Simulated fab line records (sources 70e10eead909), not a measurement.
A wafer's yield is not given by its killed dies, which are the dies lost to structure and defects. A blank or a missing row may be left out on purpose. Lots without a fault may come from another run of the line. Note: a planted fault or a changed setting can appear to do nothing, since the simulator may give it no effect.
Chamber matching :: flow nand-harc :: rie-diel-06 running NHARC_A_M0_DESCUM_14: 4 sister chambers
The step chemistry O2, time 3 s. 8 wafers are shown with their chamber, then 8 later ones without.

## WAFERS PAIRED WITH THEIR CHAMBERS
wafer: L077.5
chamber: 3
drypump-motor-current-A (A): 5.96
oes-product-au (a.u.): 1.017

wafer: L084.1
chamber: 0
drypump-motor-current-A (A): 6.40
oes-product-au (a.u.): 0.998

wafer: L084.3
chamber: 1
drypump-motor-current-A (A): 5.93
oes-product-au (a.u.): 1.009

wafer: L084.6
chamber: 0
drypump-motor-current-A (A): 6.41
oes-product-au (a.u.): 0.991

wafer: L088.1
chamber: 2
drypump-motor-current-A (A): 5.59
oes-product-au (a.u.): 0.996

wafer: L088.2
chamber: 3
drypump-motor-current-A (A): 6.00
oes-product-au (a.u.): 0.998

wafer: L088.6
chamber: 2
drypump-motor-current-A (A): 5.60
oes-product-au (a.u.): 0.995

wafer: L092.2
chamber: 1
drypump-motor-current-A (A): 5.95
oes-product-au (a.u.): 1.007

## WAFERS WITHOUT THEIR CHAMBER
wafer: L092.3
drypump-motor-current-A (A): 6.39
oes-product-au (a.u.): 0.975

wafer: L092.5
drypump-motor-current-A (A): 5.62
oes-product-au (a.u.): 0.991

wafer: L093.4
drypump-motor-current-A (A): 5.60
oes-product-au (a.u.): 1.005

wafer: L093.5
drypump-motor-current-A (A): 5.95
oes-product-au (a.u.): 1.000

wafer: L093.6
drypump-motor-current-A (A): 6.41
oes-product-au (a.u.): 0.993

wafer: L097.1
drypump-motor-current-A (A): 6.40
oes-product-au (a.u.): 0.980

wafer: L097.2
drypump-motor-current-A (A): 5.96
oes-product-au (a.u.): 1.005

wafer: L097.6
drypump-motor-current-A (A): 5.99
oes-product-au (a.u.): 1.005

## CHAMBER TAKEN BY EACH
wafer: L092.3
from the rows above: 0
in truth: 0

wafer: L092.5
from the rows above: 2
in truth: 2

wafer: L093.4
from the rows above: 2
in truth: 2

wafer: L093.5
from the rows above: can't be placed: 1 or 3
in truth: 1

wafer: L093.6
from the rows above: 0
in truth: 0

wafer: L097.1
from the rows above: 0
in truth: 0

wafer: L097.2
from the rows above: can't be placed: 3 or 1
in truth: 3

wafer: L097.6
from the rows above: 3
in truth: 3
Correct placement for 6 of the 8. Cannot be placed on the basis of these rows: 2; the candidates contain the true chamber in 2. 0 placed wrongly.
How it was worked out, from the rows above alone: a wafer's distance from a chamber is the root of the sum, over the readings, of the square of ((its reading less the chamber's mean) divided by the reading's scatter). The wafer belongs to the nearest chamber; if the next one is less than 2 further off, it can't be placed. A chamber's mean is the mean of its shown wafers. The scatter: take each reading less its chamber's mean, square it, sum over the shown wafers, divide by the number of wafers less the number of chambers, and take the root.
